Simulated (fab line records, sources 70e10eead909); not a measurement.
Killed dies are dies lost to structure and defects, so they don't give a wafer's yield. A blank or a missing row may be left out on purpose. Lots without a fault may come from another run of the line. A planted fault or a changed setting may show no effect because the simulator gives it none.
Chamber matching | flow nand_harc | NHARC_A_M0_ETCH_34 on rie_diel-02: 4 sister chambers
The step etches the open film in N2/H2, target depth 40 nm, overetch 12 nm, time 43.94 s. 4 wafers are shown with their chamber, then 8 later ones without.

WAFERS WITH THEIR CHAMBER
wafer  | chamber | drypump_motor_current_A (A)
L130.1 | 3       | 5.5
L130.3 | 0       | 6.0
L132.3 | 1       | 6.4
L134.2 | 2       | 5.1

WAFERS WITHOUT THEIR CHAMBER
wafer  | drypump_motor_current_A (A)
L134.3 | 6.3
L134.5 | 6.3
L137.2 | 5.2
L137.3 | 6.0
L137.5 | 6.0
L135.3 | 6.0
L135.4 | 6.3
L135.5 | 5.2

WHICH CHAMBER EACH WENT THROUGH
wafer  | from the rows above | in truth
L134.3 | 1                   | 1
L134.5 | 1                   | 1
L137.2 | 2                   | 2
L137.3 | 0                   | 0
L137.5 | 0                   | 0
L135.3 | 0                   | 0
L135.4 | 1                   | 1
L135.5 | 2                   | 2
Placed correctly: 8 of 8. Can't be placed from these rows: 0. Placed wrongly: 0.
How it was worked out, from the rows above alone: a wafer's distance from a chamber is the root of the sum, over the readings, of the square of ((its reading less the chamber's mean) divided by the reading's scatter). The wafer belongs to the nearest chamber; if the next one is less than 2 further off, it can't be placed. A chamber's mean is the mean of its shown wafers. The scatter: with one shown wafer a chamber, the root of the mean of the squares of how far each hidden wafer lies from its nearest shown one.
